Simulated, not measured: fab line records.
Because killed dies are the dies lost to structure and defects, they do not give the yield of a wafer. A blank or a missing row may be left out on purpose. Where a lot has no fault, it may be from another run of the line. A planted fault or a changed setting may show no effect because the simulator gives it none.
fab line records    flow n5_finfet
[record] lots = 11  wafers = 28  last_day = 16
route steps=1938 shown BEOL_M0_SAQP@632 BEOL_M4@1111 PASS1_CAP@1873 PASSIVATION@1908
lots that met no fault: taken from a fault-free run of the same line
start_h: start of the lot's first displayed wafer, in hours after the record's first day    wait_h: how many hours have passed since the lot's step before this one    " same as the row above    L1.1+2: one row covering several wafers at once    - no value, or no start given    * or withheld: withheld    < > ~ a bound
route shown NAME@n: a module of which the file shows steps, and the number in the route of the first    usual: mean/standard deviation taken from wafers without a fault    same: alike in all rows    chamber/n: place in a boat    sites: the reading at each site    _std_site: how widely they spread, as a standard deviation    _edge_site: mean of outer sites minus mean of inner sites    radius_mm: how far each site lies from the wafer's centre    mask NAME#n: copy n    behind: the tool/chamber that last shaped the wafer    hold: what put the lot on hold/how long, in hours/how the hold closed    device: the n, p or np transistor that did not switch    end of line: tests of these same wafers at the route's end    for a step that has no rows: nothing shown but its recipe    killed: count of dies lost to structure and defects at first sort (not the wafer's yield)    map: shows each die of a wafer: x if killed, . if not, _ if none is there
set.NAME: the run value of the setting; set.NAME@STEP: its run value at that earlier step    model.NAME: the simulator's own value behind a step, which no gauge read
the route's steps for a sample of lots (tables are steps, rows are wafers)
services: a tool's chamber out of use, with start hour (start_h, from the record's first day; less than 0 if before it), hours out, and reason
[[steps]]
[step N5_BEOL_M0_SAQP_PECVD_00]
[recipe] material = SiCN  target_thk_a = 80  temp_c = withheld  precursor = 3MS/NH3  pressure_torr = 3  rf_w = 202  time_s = 14
[usual] showerhead_plenum_p_Torr = 3.658/0.013  throttle_valve_pct = 9.3/0.61
lot.wafer  tool      chamber  start_h  wait_h  showerhead_plenum_p_Torr  throttle_valve_pct
L899.3     pecvd-04  1        109.21   0.1     3.665                     10.3
L899.5     "         1        "        "       3.664                     10.6
L899.6     "         0        "        "       3.642                     9.0
L900.2     pecvd-03  2        115.52   0.2     3.658                     8.7
L900.6     "         2        "        "       3.650                     8.6
L901.2     pecvd-04  0        121.29   0.2     3.639                     8.8
L901.5     "         0        "        "       3.646                     9.1
L901.6     "         2        "        "       3.646                     8.0
L903.3     pecvd-02  2        134.62   0.1     3.670                     9.6
L903.5     "         2        "        "       3.671                     9.3
L903.6     "         1        "        "       3.668                     9.3
L904.1     pecvd-02  1        138.11   0.2     3.676                     9.6
L904.4     "         1        "        "       3.679                     9.7
L904.5     "         2        "        "       3.662                     9.2
L905.4     pecvd-03  1        147.93   0.1     3.657                     9.5
L905.6     "         1        "        "       3.664                     9.2
L906.2     pecvd-03  2        151.43   0.2     3.650                     8.5
L906.4     "         1        "        "       3.656                     9.5
L910.1     pecvd-03  1        178.04   0.2     3.654                     9.5
L910.2     "         0        "        "       3.665                     9.6
L912.1     pecvd-03  0        191.13   0.2     3.647                     9.3
L912.2     "         1        "        "       3.655                     9.7
L917.1     pecvd-02  1        220.60   0.2     3.671                     9.6
L917.5     "         0        "        "       3.639                     9.1
L917.6     "         1        "        "       3.686                     9.4
L920.2     pecvd-04  2        235.77   0.2     3.657                     8.0
L920.3     "         0        "        "       3.638                     9.4
L920.4     "         0        "        "       3.639                     9.4
[step N5_BEOL_M4_RC_MEAS_101]
[usual] DIBL_N = 36.3/1.6  DIBL_P = 36.2/2.1  IOFF_N = 0.16/0.031  IOFF_P = 0.21/0.034  ION_N = 673/11  ION_P = 461/7.4  SS_N = 71.6/0.55  SS_P = 73.3/0.66  VT_N = 251/3.2  VT_P = -251/3.5
lot.wafer  tool       chamber  start_h  wait_h  DIBL_N[mV/V]  DIBL_P[mV/V]  IOFF_N[nA/um]  IOFF_P[nA/um]  ION_N[uA/um]  ION_P[uA/um]  SS_N[mV/dec]  SS_P[mV/dec]  VT_N[mV]  VT_P[mV]
L899.3     prober-02  0        159.98   0.3     36.3          36.0          0.14           0.21           683           471           71.0          73.8          254       -254
L899.5     "          0        "        "       36.8          36.5          0.14           0.21           665           462           71.5          73.4          253       -253
L899.6     "          0        "        "       38.4          37.9          0.17           0.25           676           464           71.2          74.0          250       -251
L900.2     prober-02  0        163.25   0.2     33.4          33.4          0.12           0.15           664           452           70.8          72.9          258       -254
L900.6     "          0        "        "       35.0          36.1          0.15           0.20           661           453           71.6          73.3          249       -251
L901.2     prober-01  0        180.04   0.2     37.1          37.1          0.18           0.21           673           458           72.1          74.2          248       -250
L901.5     "          0        "        "       34.0          33.1          0.12           0.16           648           447           71.8          72.7          254       -255
L901.6     "          0        "        "       35.2          35.2          0.15           0.18           679           456           72.0          73.1          250       -254
L903.3     prober-01  0        188.45   0.3     34.0          34.1          0.12           0.20           665           465           70.5          73.1          253       -249
L903.5     "          0        "        "       35.5          35.7          0.15           0.21           666           461           70.8          73.2          251       -247
L903.6     "          0        "        "       32.7          32.4          0.11           0.18           669           468           70.6          72.9          256       -252
L904.1     prober-01  0        192.87   0.0     39.4          39.1          0.25           0.27           681           460           72.0          74.2          244       -247
L904.4     "          0        "        "       39.9          40.1          0.24           0.28           683           461           72.9          74.2          245       -247
L904.5     "          0        "        "       40.0          39.6          0.26           0.28           683           464           72.5          73.5          246       -248
L905.4     prober-01  0        205.19   0.5     34.9          34.1          0.12           0.17           655           452           70.8          72.7          253       -255
L905.6     "          0        "        "       36.1          35.5          0.14           0.18           669           454           71.9          72.6          255       -254
L906.2     prober-01  0        209.78   0.2     34.9          32.9          0.12           0.18           653           457           71.0          73.2          255       -252
L906.4     "          0        "        "       35.7          33.0          0.14           0.19           677           462           70.8          72.8          251       -253
L910.1     prober-02  0        229.28   0.0     34.2          36.2          0.13           0.19           672           466           70.9          72.7          253       -252
L912.1     prober-01  0        245.71   0.0     36.4          38.2          0.18           0.25           687           474           71.8          73.9          246       -248
L917.1     prober-01  0        268.94   0.0     36.5          37.0          0.16           0.20           669           462           72.3          73.6          251       -249
L917.5     "          0        "        "       36.2          36.8          0.15           0.20           665           460           71.2          73.7          251       -251
L917.6     "          0        "        "       35.5          34.7          0.13           0.17           661           452           71.5          73.0          256       -253
L920.2     prober-01  0        295.65   0.2     34.2          32.7          0.10           0.14           656           455           70.4          71.8          257       -254
L920.3     "          0        "        "       37.2          37.0          0.15           0.19           667           456           71.2          72.6          251       -253
L920.4     "          0        "        "       36.9          36.4          0.14           0.19           666           463           71.6          72.9          252       -255
[step N5_PASSIVATION_PECVD_55]
[recipe] material = SiO2  target_thk_a = 4000  temp_c = 400  precursor = SiH4/N2O  pressure_torr = 2.7  rf_w = 608  time_s = 22.5
[usual] heater_power_w = 664/95  showerhead_plenum_p_Torr = 8.12/0.088  susceptor_temp_C = 400.01/0.22  throttle_valve_pct = 52/4.2
lot.wafer  tool      chamber  start_h  wait_h  heater_power_w  showerhead_plenum_p_Torr  susceptor_temp_C  throttle_valve_pct
L900.2     pecvd-02  1        248.43   0.0     802             8.25                      399.98            54
L900.6     "         0        "        "       716             8.01                      400.13            52
L899.3     pecvd-04  2        252.77   0.0     699             8.09                      399.80            47
L899.5     "         1        "        "       776             8.19                      400.12            59
L899.6     "         2        "        "       705             8.08                      400.39            47
L901.2     pecvd-02  2        270.16   0.0     598             8.16                      399.96            47
L901.5     "         1        "        "       777             8.26                      400.12            54
L901.6     "         2        "        "       620             8.16                      399.51            47
L904.1     pecvd-02  1        272.73   0.0     720             8.26                      399.82            53
L904.4     "         2        "        "       615             8.13                      399.43            47
L904.5     "         0        "        "       678             8.00                      399.92            52
L903.3     pecvd-01  1        277.38   0.0     641             8.11                      399.95            57
L903.5     "         2        "        "       561             8.17                      400.61            47
L903.6     "         0        "        "       757             8.15                      399.98            52
L905.4     pecvd-04  1        288.52   0.0     733             8.20                      399.58            59
L905.6     "         0        "        "       637             7.95                      400.02            52
L906.2     pecvd-04  1        295.64   0.0     790             8.21                      400.13            60
L906.4     "         0        "        "       633             7.95                      400.07            53
L910.1     pecvd-02  2        316.88   0.0     616             8.16                      399.72            47
L912.1     pecvd-01  0        331.92   0.0     818             8.14                      400.06            53
L917.1     pecvd-01  0        347.25   0.0     844             8.16                      400.23            53
L917.5     "         0        "        "       856             8.17                      400.38            52
L917.6     "         2        "        "       566             8.15                      399.95            47
L920.2     pecvd-04  2        380.00   0.0     700             8.09                      400.01            48
L920.3     "         0        "        "       517             7.96                      400.14            52
L920.4     "         2        "        "       738             8.08                      399.80            48
[step N5_PASSIVATION_DESCUM_32]
[recipe] chemistry = O2  time_s = 7.9  source_power_w = 50  bias_power_w = 20  pressure_mtorr = 20  rf_frequency_hz = 2.712e+07  temp_c = 40  o2_flow_sccm = 225
[usual] drypump_motor_current_A = 5.7/0.37  oes_product_au = 0.82/0.092  rf_vpp_V = 243.5/1.4  showerhead_plenum_p_Torr = 2.10/0.075  throttle_valve_pct = 20.49/0.19
lot.wafer  tool         chamber  start_h  wait_h  drypump_motor_current_A  oes_product_au  rf_hours_counter_h  rf_vpp_V  showerhead_plenum_p_Torr  throttle_valve_pct
L900.2     rie_diel-04  0        250.89   0.1     6.1                      0.76            130                 240.5     2.02                      20.51
L900.6     "            1        "        "       5.4                      0.85            -                   243.5     2.11                      20.41
L899.3     rie_diel-06  1        259.67   0.4     6.1                      0.99            1                   244.5     2.14                      20.32
L899.5     "            1        "        "       6.1                      0.98            -                   244.3     2.14                      20.32
L899.6     "            0        "        "       6.0                      0.94            -                   244.7     2.11                      20.14
L901.2     rie_diel-02  3        273.67   0.4     5.8                      0.79            91                  244.5     2.22                      20.60
L901.5     "            1        "        "       5.5                      0.70            -                   243.6     2.17                      20.89
L901.6     "            0        "        "       5.3                      0.83            -                   243.8     2.09                      20.51
L904.1     rie_diel-02  0        274.63   0.0     5.3                      0.83            79                  244.1     2.09                      20.52
L904.4     "            0        "        "       5.3                      0.83            -                   243.3     2.09                      20.52
L904.5     "            1        "        "       5.6                      0.70            -                   244.0     2.17                      20.87
L903.3     rie_diel-02  3        280.68   0.0     5.7                      0.79            94                  244.4     2.22                      20.60
L903.5     "            0        "        "       5.3                      0.83            -                   243.1     2.09                      20.54
L903.6     "            1        "        "       5.5                      0.69            -                   243.3     2.17                      20.88
L905.4     rie_diel-02  2        292.19   0.0     5.0                      0.69            237                 243.1     2.07                      20.58
L905.6     "            3        "        "       5.8                      0.79            -                   243.6     2.22                      20.60
L906.2     rie_diel-02  1        299.35   0.0     5.6                      0.69            246                 244.8     2.17                      20.90
L906.4     "            3        "        "       5.8                      0.79            101                 244.3     2.22                      20.61
L910.1     rie_diel-04  2        322.67   0.0     6.4                      0.69            235                 241.9     1.97                      20.41
L912.1     rie_diel-02  3        334.76   0.0     5.8                      0.77            118                 243.8     2.21                      20.64
L917.1     rie_diel-04  3        350.55   0.0     5.6                      1.00            4                   242.6     2.06                      20.41
L917.5     "            1        "        "       5.4                      0.81            -                   242.6     2.09                      20.48
L917.6     "            0        "        "       6.1                      0.73            -                   242.3     2.01                      20.58
L920.2     rie_diel-06  1        383.57   0.1     6.1                      0.86            49                  244.4     2.12                      20.39
L920.3     "            0        "        "       5.9                      0.86            63                  243.4     2.10                      20.21
L920.4     "            3        "        "       5.9                      0.85            56                  241.6     2.03                      20.70
[step N5_PASSIVATION_PASS_ETCH_47]
[recipe] chemistry = CF4/O2  target = SiNx  target_depth_a = 7700  time_s = 385  ion_energy_ev = 100  pressure_mtorr = 40  source_w = 535  bias_w = 49  Ar_flow_sccm = 100  cf4_flow_sccm = 100  O2_flow_sccm = 10
[usual] drypump_motor_current_A = 5.7/0.38  oes_product_au = 0.83/0.095  rf_vpp_V = 239/3.7  showerhead_plenum_p_Torr = 2.22/0.066  throttle_valve_pct = 15.93/0.2
lot.wafer  tool         chamber  start_h  wait_h  drypump_motor_current_A  oes_product_au  rf_hours_counter_h  rf_vpp_V  showerhead_plenum_p_Torr  throttle_valve_pct
L900.2     rie_diel-04  0        252.69   0.0     6.1                      0.75            132                 239       2.13                      15.94
L900.6     "            3        "        "       5.6                      0.70            -                   244       2.20                      16.30
L899.3     rie_diel-02  1        261.46   0.0     5.5                      0.70            230                 231       2.27                      16.27
L899.5     "            0        "        "       5.3                      0.83            -                   242       2.24                      16.08
L899.6     "            3        "        "       5.8                      0.81            -                   237       2.30                      15.75
L901.2     rie_diel-06  3        275.55   0.0     5.9                      0.92            16                  238       2.16                      16.03
L901.5     "            0        "        "       6.0                      0.93            -                   238       2.23                      15.56
L901.6     "            1        "        "       6.1                      0.95            -                   239       2.26                      15.79
L904.1     rie_diel-06  3        276.61   0.0     5.9                      0.91            17                  239       2.16                      16.04
L904.4     "            1        "        "       6.1                      0.94            -                   238       2.26                      15.80
L904.5     "            0        "        "       6.0                      0.93            -                   237       2.23                      15.56
L903.3     rie_diel-06  1        282.58   0.0     6.1                      0.94            10                  238       2.26                      15.80
L903.5     "            0        "        "       5.9                      0.93            -                   236       2.22                      15.56
L903.6     "            1        "        "       6.1                      0.93            -                   238       2.26                      15.79
L905.4     rie_diel-02  2        294.59   0.0     5.0                      0.70            238                 238       2.19                      16.15
L905.6     "            1        "        "       5.6                      0.69            -                   229       2.27                      16.28
L906.2     rie_diel-06  3        301.40   0.0     5.9                      0.90            27                  240       2.15                      16.04
L906.4     "            1        "        "       6.1                      0.92            18                  239       2.26                      15.81
L910.1     rie_diel-04  1        324.44   0.0     5.4                      0.81            110                 242       2.21                      15.93
L912.1     rie_diel-02  1        336.72   0.0     5.5                      0.96            5                   228       2.26                      15.82
L917.1     rie_diel-04  1        352.32   0.0     5.4                      0.81            122                 241       2.20                      15.94
L917.5     "            0        "        "       6.1                      0.73            -                   241       2.12                      16.01
L917.6     "            1        "        "       5.4                      0.80            -                   242       2.20                      15.95
L920.2     rie_diel-06  0        385.58   0.0     5.9                      0.87            64                  236       2.21                      15.64
L920.3     "            1        "        "       6.1                      0.86            49                  238       2.25                      15.87
L920.4     "            2        "        "       5.3                      0.89            34                  242       2.34                      15.77
[step N5_PASSIVATION_PROBE_49]
[usual] defect_limited_yield = 91.5/1.5  killed_at_M0_to_M3 = 32/9.4  killed_at_M4_up = 12/5.1  killed_at_contacts = 11/7.4  killed_at_front_end = 41/11  killed_at_other = 3.4/2.5  killed_dies = 100/17  killed_on_rim = 13/4.4  killed_open = 65/14  killed_short = 33/7  sort_bin_4_leakage = 0.00/0.01  sort_bin_5_function = 4.9/0.96  sort_bin_6_memory = 3.1/0.7  sort_bin_8_speed = 0.00/0.01  sort_n_pass = 1080/17  sort_yield_pct = 91.5/1.5
[same] gross_dies = 1180  killed_at_back_side = 0
lot.wafer  tool       chamber  start_h  wait_h  defect_limited_yield[%]  killed_at_M0_to_M3  killed_at_M4_up  killed_at_contacts  killed_at_front_end  killed_at_other  killed_dies  killed_on_rim  killed_open  killed_short  sort_bin_4_leakage[%]  sort_bin_5_function[%]  sort_bin_6_memory[%]  sort_bin_8_speed[%]  sort_n_pass  sort_yield_pct[%]
L903.3     prober-01  -        285.71   0.1     88.2                     27                  12               42                  54                   4                139          25             102          37            0                      7.2                     3.9                   0                    1041         88.2
L903.5     prober-01  -        285.81   0.2     90.5                     33                  17               21                  33                   8                112          14             91           20            0                      5.5                     3.7                   0                    1068         90.5
L903.6     prober-01  -        285.86   0.3     89.2                     38                  17               34                  31                   7                127          14             83           44            0                      5.8                     4.5                   0                    1053         89.2
L905.4     prober-02  -        297.76   0.2     89.3                     35                  25               13                  46                   7                126          14             81           45            0                      7.4                     3.1                   0                    1054         89.3
L905.6     prober-02  -        297.86   0.3     92.0                     25                  12               8                   44                   5                94           14             62           24            0                      4.2                     3.0                   0                    1086         92.0
L910.1     prober-01  -        327.45   0.0     91.5                     21                  20               8                   45                   6                100          8              61           38            0                      5.5                     2.5                   0                    1080         91.5
L910.2     prober-01  -        327.50   0.1     0                        1117                8                5                   46                   4                1180         152            64           35            0                      96.3                    3.2                   0                    0            0
L912.1     prober-02  -        339.74   0.0     91.7                     40                  15               6                   30                   7                98           16             67           30            0                      5.1                     2.9                   0                    1082         91.7
L912.2     prober-02  -        339.79   0.1     0                        1106                15               7                   51                   1                1180         152            65           35            0                      97.5                    2.3                   0                    0            0
L920.2     prober-02  -        388.78   0.1     92.4                     30                  16               3                   35                   6                90           8              70           19            0                      5.1                     2.5                   0                    1090         92.4
L920.3     prober-02  -        388.83   0.1     91.3                     44                  8                16                  31                   4                103          14             77           26            0                      5.3                     3.1                   0                    1077         91.3
L920.4     prober-02  -        388.88   0.2     91.7                     31                  11               7                   42                   7                98           15             64           26            0                      4.9                     2.5                   0                    1082         91.7
// killed by level:class
L903.3 MOL_CONTACT_COAG:geometric_particle:open=31 STI_FIN_REVEAL:geometric_particle:open=13 MOL_CONTACT_COAG:geometric_particle:short=11 DUMMY_GATE:geometric_particle:open=9 GATE_CUT:geometric_particle:short=7 FIN_SAQP:geometric_particle:open=6 BEOL_M3:geometric_particle:open=6 GATE_CUT:geometric_particle:open=5
L903.5 MOL_CONTACT_COAG:geometric_particle:open=21 STI_FIN_REVEAL:geometric_particle:open=17 BEOL_M3:geometric_particle:open=11 BEOL_M4:geometric_particle:open=10 BEOL_M0_SAQP:geometric_particle:short=6 BEOL_M0_SAQP:geometric_particle:open=6 BEOL_M2:geometric_particle:open=6 BEOL_M4:geometric_particle:short=4
L903.6 MOL_CONTACT_COAG:geometric_particle:open=21 MOL_CONTACT_COAG:geometric_particle:short=13 BEOL_M0_SAQP:geometric_particle:short=12 BEOL_M2:geometric_particle:open=11 BEOL_M0_SAQP:geometric_particle:open=8 STI_FIN_REVEAL:geometric_particle:open=7 BEOL_M4:geometric_particle:open=6 STARTING-WAFER:geometric_particle:short=6
L905.4 FIN_SAQP:geometric_particle:short=13 STI_FIN_REVEAL:geometric_particle:open=13 BEOL_M4:geometric_particle:open=13 MOL_CONTACT_COAG:geometric_particle:open=10 BEOL_M0_SAQP:geometric_particle:short=8 BEOL_M3:geometric_particle:open=7 BEOL_M1:geometric_particle:open=6 FIN_SAQP:geometric_particle:open=5
L905.6 BEOL_M3:geometric_particle:open=13 MOL_CONTACT_COAG:geometric_particle:open=8 FIN_SAQP:geometric_particle:short=5 FIN_SAQP:geometric_particle:open=5 HKMG_FIN:area_etch=5 SPACER0:geometric_particle:short=4 BEOL_M4:geometric_particle:open=4 STI_FIN_REVEAL:geometric_particle:open=3
L910.1 FIN_SAQP:geometric_particle:open=10 STI_FIN_REVEAL:geometric_particle:open=10 FIN_SAQP:geometric_particle:short=9 BEOL_M4:geometric_particle:open=8 MOL_CONTACT_COAG:geometric_particle:open=6 BEOL_M0_SAQP:geometric_particle:open=4 BEOL_M3:geometric_particle:open=4 BEOL_M4:geometric_particle:short=4
L910.2 BEOL_M0:area_etch=1081 FIN_SAQP:geometric_particle:open=12 STI_FIN_REVEAL:geometric_particle:open=11 FIN_SAQP:geometric_particle:short=9 BEOL_M2:geometric_particle:open=9 BEOL_M3:geometric_particle:open=6 BEOL_M0_SAQP:geometric_particle:short=5 GATE_CUT:geometric_particle:short=4
L912.1 BEOL_M0_SAQP:geometric_particle:short=12 BEOL_M0_SAQP:geometric_particle:open=12 BEOL_M1:geometric_particle:open=7 BEOL_M4:geometric_particle:open=6 PASS1_DEP:geometric_particle:open=6 DUMMY_GATE:geometric_particle:open=5 MOL_CONTACT_COAG:geometric_particle:open=5 BEOL_M3:geometric_particle:open=5
L912.2 BEOL_M0:area_etch=1080 STI_FIN_REVEAL:geometric_particle:open=14 FIN_SAQP:geometric_particle:short=12 BEOL_M0_SAQP:geometric_particle:short=8 BEOL_M0_SAQP:geometric_particle:open=8 FIN_SAQP:geometric_particle:open=7 MOL_CONTACT_COAG:geometric_particle:open=5 DUMMY_GATE:geometric_particle:open=4
L920.2 STI_FIN_REVEAL:geometric_particle:open=8 BEOL_M1:geometric_particle:open=8 BEOL_M3:geometric_particle:open=6 BEOL_M4:geometric_particle:open=6 DUMMY_GATE:geometric_particle:open=5 BEOL_M0_SAQP:geometric_particle:open=5 STARTING-WAFER:geometric_particle:open=5 FIN_SAQP:geometric_particle:open=4
L920.3 MOL_CONTACT_COAG:geometric_particle:open=15 BEOL_M0_SAQP:geometric_particle:short=10 BEOL_M3:geometric_particle:open=10 GATE_CUT:geometric_particle:open=7 GATE_CUT:geometric_particle:short=7 BEOL_M1:geometric_particle:open=7 FIN_SAQP:geometric_particle:open=6 BEOL_M0_SAQP:geometric_particle:open=6
L920.4 BEOL_M2:geometric_particle:open=13 STI_FIN_REVEAL:geometric_particle:open=10 BEOL_M3:geometric_particle:open=7 GATE_CUT:geometric_particle:short=6 MOL_CONTACT_COAG:geometric_particle:open=6 BEOL_M0_SAQP:geometric_particle:open=6 BEOL_M4:geometric_particle:open=6 HKMG_FIN:area_etch=6
[[services]]
tool         chamber  start_h  hours  kind
rie_diel-06  2        87.77    25.7   repair
rie_diel-06  1        88.98    2.9    repair
rie_diel-02  3        89.46    1.7    repair
pecvd-04     2        99.45    17.2   repair
pecvd-02     -        101.87   1.2    repair
rie_diel-06  1        102.88   93.9   repair
pecvd-04     -        135.85   0.9    repair
pecvd-04     1        148.80   8.8    repair
pecvd-04     -        157.10   2.5    repair
rie_diel-02  1        162.23   15.8   repair
pecvd-04     -        166.30   2.6    repair
pecvd-02     0        180.51   9.0    repair
pecvd-02     -        191.19   0.5    repair
rie_diel-02  -        192.75   0.2    repair
rie_diel-06  -        224.00   4.3    pm
pecvd-04     -        238.23   0.5    repair
pecvd-02     -        250.62   2.8    pm
pecvd-04     0        251.52   12.3   repair
rie_diel-02  2        266.21   11.0   repair
pecvd-02     -        290.31   6.1    repair
rie_diel-06  -        319.94   0.8    repair
pecvd-04     -        323.14   1.8    repair
rie_diel-02  3        377.58   6.5    repair
rie_diel-02  2        383.38   5.2    repair
[[key]]
[first_sign] step = N5_PASSIVATION_PROBE_49  reading = killed_at_M0_to_M3  direction = up  sigmas = 99+  usual = 32  struck = 1112
[effect] step = N5_PASSIVATION_PROBE_49  reading = sort_bin_5_function  direction = up  sigmas = 96  usual = 4.9  struck = 96.9
[more_kills_born_at] N5_BEOL_M0_ETCH_109@rie_diel-06 = 1081  N5_BEOL_M0_ETCH_109@rie_diel-02 = 1080
met_at N5_BEOL_M0_SAQP_PECVD_00
struck_lots L910,L912
struck_wafers L910.2,L912.2
later_rows_left_out L910.2,L912.2
not_acting_at N5_PASSIVATION_PECVD_55,N5_PASSIVATION_DESCUM_32,N5_PASSIVATION_PASS_ETCH_47
onset_between 151.43 178.04
[fault] kind = process_parameter_drift  tool = pecvd-03  chamber = -  onset_h = 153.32  steps = N5_BEOL_M0_SAQP_PECVD_00  channel = time_s  offset = *  shape = step  end_h = 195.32  scope = struck_wafers_only  acts_in = *  stated = *
// later_rows_left_out: the simulator's readings of these wafers behind a module that went badly wrong aren't trusted and aren't shown, but for the sort
